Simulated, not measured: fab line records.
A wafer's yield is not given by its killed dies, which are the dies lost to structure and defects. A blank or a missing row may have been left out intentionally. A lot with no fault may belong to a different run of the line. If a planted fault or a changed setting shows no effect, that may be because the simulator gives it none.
Which of the tools did it? | flow nand_harc | Sampling: 14 lots, 42 wafers, 5 of 1302 route steps

## WHAT THE GAUGES SHOWED, per wafer
NHARC_THIN_TSV_INSPECT_40. Usual: raw_defect_count at 543, with a standard deviation of 80.
lot  | measured     | on                | raw_defect_count | flag
L137 | day 25 03:47 | defect_inspect-02 | 580 663 672      |
L136 | day 25 00:37 | defect_inspect-02 | 392 436 421      |
L134 | day 25 12:11 | defect_inspect-01 | 526 563 538      |
L135 | day 25 00:37 | defect_inspect-01 | 550 587 570      |
L140 | day 26 01:54 | defect_inspect-02 | 425 495 415      |
L141 | day 26 18:28 | defect_inspect-01 | 541 524 558      |
L142 | day 27 05:32 | defect_inspect-01 | 645 613 598      |
L144 | day 28 07:49 | defect_inspect-02 | 620 568 541      |
L148 | day 30 01:37 | defect_inspect-01 | 487 468 424      |
L153 | day 31 18:38 | defect_inspect-01 | 547 547 571      |
L154 | day 32 21:23 | defect_inspect-01 | 479 471 517      |
L155 | day 32 21:24 | defect_inspect-02 | 534 525 483      |

NHARC_END_SORT_01. Usual: killed_at_array 58, standard deviation 20; killed_at_other 1.0, standard deviation 1.2; killed_at_periphery 4.1, standard deviation 3; killed_dies 63, standard deviation 20; killed_open 3.2, standard deviation 1.7; killed_short 2.5, standard deviation 1.5.
lot  | measured     | on        | killed_at_array | killed_at_other | killed_at_periphery | killed_dies | killed_open | killed_short | flag
L143 | day 27 23:50 | prober-02 | 673 674 675     | 0 0 0           | 4 3 2               | 677 677 677 | 4 2 3       | 2 0 1        | OFF
L145 | day 28 21:06 | prober-01 | 670 668 671     | 0 0 2           | 7 9 4               | 677 677 677 | 1 3 0       | 2 2 2        | OFF

## WHAT TOOL EACH LOT RAN ON (gives the tool, then ch and the chambers of the sampled wafers, and finally the start)
lot  | NHARC_A_STAIRCASE_STRIP_461        | NHARC_A_BONDPAD_ANNEAL_28        | NHARC_THIN_TSV_DEGAS_49
L137 | rie_diel-07 ch 2,3, day 17 14:43   | rtp_anneal-01 ch 0, day 24 03:16 | pvd_sputter-02, day 24 18:50
L136 | rie_diel-06 ch 1,2,3, day 17 16:14 | rtp_anneal-01 ch 0, day 23 20:56 | pvd_sputter-01, day 24 13:53
L134 | rie_diel-07 ch 0,2,3, day 17 18:07 | rtp_anneal-01 ch 0, day 24 08:25 | pvd_sputter-01, day 25 02:02
L135 | rie_diel-06 ch 0,1,3, day 17 19:52 | rtp_anneal-01 ch 0, day 23 21:58 | pvd_sputter-03, day 24 13:04
L140 | rie_diel-07 ch 2,3, day 18 20:07   | rtp_anneal-02 ch 0, day 25 01:04 | pvd_sputter-02, day 25 16:58
L141 | rie_diel-08 ch 1,2,3, day 19 09:23 | rtp_anneal-02 ch 0, day 25 17:34 | pvd_sputter-02, day 26 09:20
L142 | rie_diel-07 ch 1,2,3, day 19 21:40 | rtp_anneal-01 ch 0, day 26 03:11 | pvd_sputter-03, day 26 19:04
L143 | rie_diel-07 ch 0,1,3, day 20 12:17 | -                                | -
L145 | rie_diel-07 ch 0,2,3, day 21 04:17 | -                                | -
L144 | rie_diel-08 ch 0,2,3, day 21 05:29 | rtp_anneal-01 ch 0, day 27 06:35 | pvd_sputter-03, day 27 22:29
L148 | rie_diel-07 ch 0,1,3, day 22 15:10 | rtp_anneal-02 ch 0, day 29 01:05 | pvd_sputter-02, day 29 16:42
L153 | rie_diel-06 ch 0,3, day 24 08:08   | rtp_anneal-02 ch 0, day 30 17:51 | pvd_sputter-01, day 31 09:16
L154 | rie_diel-07 ch 0,1,3, day 25 06:24 | rtp_anneal-01 ch 0, day 31 14:08 | pvd_sputter-01, day 32 09:07
L155 | rie_diel-08 ch 0,1,3, day 25 09:02 | rtp_anneal-02 ch 0, day 31 15:58 | pvd_sputter-02, day 32 14:58
- NHARC_A_STAIRCASE_STRIP_461: strips in O2/COS.
- NHARC_A_BONDPAD_ANNEAL_28: time 90 s.
- NHARC_THIN_TSV_DEGAS_49: time 120 s.

## WHAT THE TOOLS THEMSELVES READ (means of the sampled wafers that have a number; where no wafer has one, the mark that the record gives instead)
NHARC_A_BONDPAD_ANNEAL_28. Usual: wafer_temp_C_max at 225.9, with a standard deviation of 0.48.
lot  | tool          | wafer_temp_C_max | flag
L137 | rtp_anneal-01 | 226.3            |
L136 | rtp_anneal-01 | 226.2            |
L134 | rtp_anneal-01 | 226.1            |
L135 | rtp_anneal-01 | 226.5            |
L140 | rtp_anneal-02 | 225.4            |
L141 | rtp_anneal-02 | 225.6            |
L142 | rtp_anneal-01 | 226.5            |
L144 | rtp_anneal-01 | 226.2            |
L148 | rtp_anneal-02 | 225.7            |
L153 | rtp_anneal-02 | 225.7            |
L154 | rtp_anneal-01 | 226.7            |
L155 | rtp_anneal-02 | 225.6            |

NHARC_THIN_TSV_DEGAS_49. Usual: heater_power_w at 467 W, with a standard deviation of 38.
lot  | tool           | heater_power_w (W) | flag
L137 | pvd_sputter-02 | 478                |
L136 | pvd_sputter-01 | 485                |
L134 | pvd_sputter-01 | 482                |
L135 | pvd_sputter-03 | 479                |
L140 | pvd_sputter-02 | 451                |
L141 | pvd_sputter-02 | 447                |
L142 | pvd_sputter-03 | 492                |
L144 | pvd_sputter-03 | 469                |
L148 | pvd_sputter-02 | 468                |
L153 | pvd_sputter-01 | 506                |
L154 | pvd_sputter-01 | 446                |
L155 | pvd_sputter-02 | 451                |

## THE ANSWER, worked out from the rows above alone
Rule: lot off if the mean of its wafers having a number is beyond 3 standard deviations from the usual mean. Also off: a lot with no number at a reading for which 4 or more lots have one. The other lots that the step has rows for count as sound. After the gauges, taken in route order, come the tools' own readings; for these a lot's mean is taken, as printed above. The first step at which some lot is off is used, and at that step the reading that is off furthest; a lot without a number counts as furthest.
Off, at NHARC_END_SORT_01 on killed_at_array: L143, L145. Neither off nor sound, because the step has no rows for them: L137, L136, L134, L135, L140, L141, L142, L144, L148, L153, L154, L155.
If a tool, at a process step before that reading, ran all the lots that are off and no sound lot after the first of them, it fits. Gauges at NHARC_END_SORT_01: tried the same way as those tools. One candidate fits, namely rie_diel-07 at NHARC_A_STAIRCASE_STRIP_461. It ran no sound lot before its first lot that is off in this sample, so the start can't be narrowed down.

## WHAT THE SIMULATOR PUT IN
Beginning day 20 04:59, the whole step at NHARC_A_STAIRCASE_STRIP_461 was skipped on rie_diel-07. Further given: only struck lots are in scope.
Struck lots among those shown: L143, L145. The rule above found the same.
